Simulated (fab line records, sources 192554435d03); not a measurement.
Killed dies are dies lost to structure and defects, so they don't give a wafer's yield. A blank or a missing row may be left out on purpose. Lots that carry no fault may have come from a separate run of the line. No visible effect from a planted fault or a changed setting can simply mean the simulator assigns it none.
Matching of chambers    flow n5Finfet    N5_BEOL_M10_DESCUM_33 on rieDiel-06 has 4 sister chambers
The step chemistry O2, time 7.9 s. 27 wafers are shown with their chamber, then 12 later ones without.

## EACH WAFER AND ITS CHAMBER
wafer   chamber  drypumpMotorCurrentA (A)  showerheadPlenumPTorr (Torr)  throttleValvePct (%)
L074.1  3        5.8                       2.04                          20.40
L074.3  2        6.1                       2.17                          19.96
L074.5  2        6.1                       2.17                          19.97
L076.1  1        6.1                       2.07                          20.51
L076.2  0        5.7                       2.06                          19.99
L076.3  2        6.1                       2.17                          19.96
L076.4  3        5.8                       2.04                          20.41
L076.5  2        6.1                       2.17                          19.96
L076.6  3        5.8                       2.04                          20.41
L083.1  0        5.7                       2.05                          20.04
L083.2  2        6.1                       2.16                          19.98
L083.5  2        6.0                       2.16                          19.98
L082.1  0        5.7                       2.05                          20.03
L082.3  3        5.8                       2.03                          20.42
L082.5  3        5.8                       2.03                          20.43
L085.1  3        5.8                       2.03                          20.43
L085.2  0        5.7                       2.05                          20.03
L085.6  0        5.7                       2.05                          20.02
L086.1  2        6.1                       2.16                          19.99
L086.3  3        5.8                       2.03                          20.43
L086.5  1        6.1                       2.07                          20.12
L088.3  2        6.0                       2.16                          20.01
L088.5  0        5.7                       2.05                          20.03
L088.6  1        6.1                       2.07                          20.12
L089.1  0        5.7                       2.05                          20.04
L089.2  3        5.8                       2.03                          20.43
L089.3  2        6.1                       2.16                          20.00

SIGNATURES (means of the wafers above)
reading                chamber 0  chamber 1  chamber 2  chamber 3  scatter within a chamber
drypumpMotorCurrentA   5.700      6.100      6.078      5.800      0.026
showerheadPlenumPTorr  2.0514     2.0700     2.1644     2.0337     0.00464
throttleValvePct       20.0257    20.2500    19.9789    20.4200    0.0682
Rule: distance of a wafer from a chamber = root of the sum over the readings of ((wafer's reading minus chamber's mean) / reading's scatter) squared. If the next closest chamber is less than 2 further off than the closest, the wafer can't be placed; otherwise it belongs to the closest. The scatter: the root of (the sum of the squares of (reading less its chamber's mean) over the shown wafers, divided by (wafers less chambers)).

## WAFERS WITHOUT THEIR CHAMBER
wafer   drypumpMotorCurrentA (A)  showerheadPlenumPTorr (Torr)  throttleValvePct (%)
L089.4  6.1                       2.07                          20.15
L089.5  6.1                       2.15                          20.02
L089.6  6.1                       2.07                          20.13
L095.1  5.7                       2.04                          20.07
L095.2  6.1                       2.15                          20.01
L095.3  6.2                       2.06                          20.15
L095.4  5.8                       2.03                          20.45
L095.5  6.1                       2.06                          20.16
L095.6  5.7                       2.04                          20.05
L096.2  5.8                       2.02                          20.46
L096.3  6.0                       2.15                          20.05
L096.6  5.8                       2.02                          20.47

## WHICH CHAMBER EACH WENT THROUGH
wafer   from the rows above  in truth
L089.4  1                    1
L089.5  2                    2
L089.6  1                    1
L095.1  0                    0
L095.2  2                    2
L095.3  1                    1
L095.4  3                    3
L095.5  1                    1
L095.6  0                    0
L096.2  3                    3
L096.3  2                    2
L096.6  3                    3
Correct placement for 12 of the 12. Not placeable from these rows: 0. Number placed wrongly: 0.
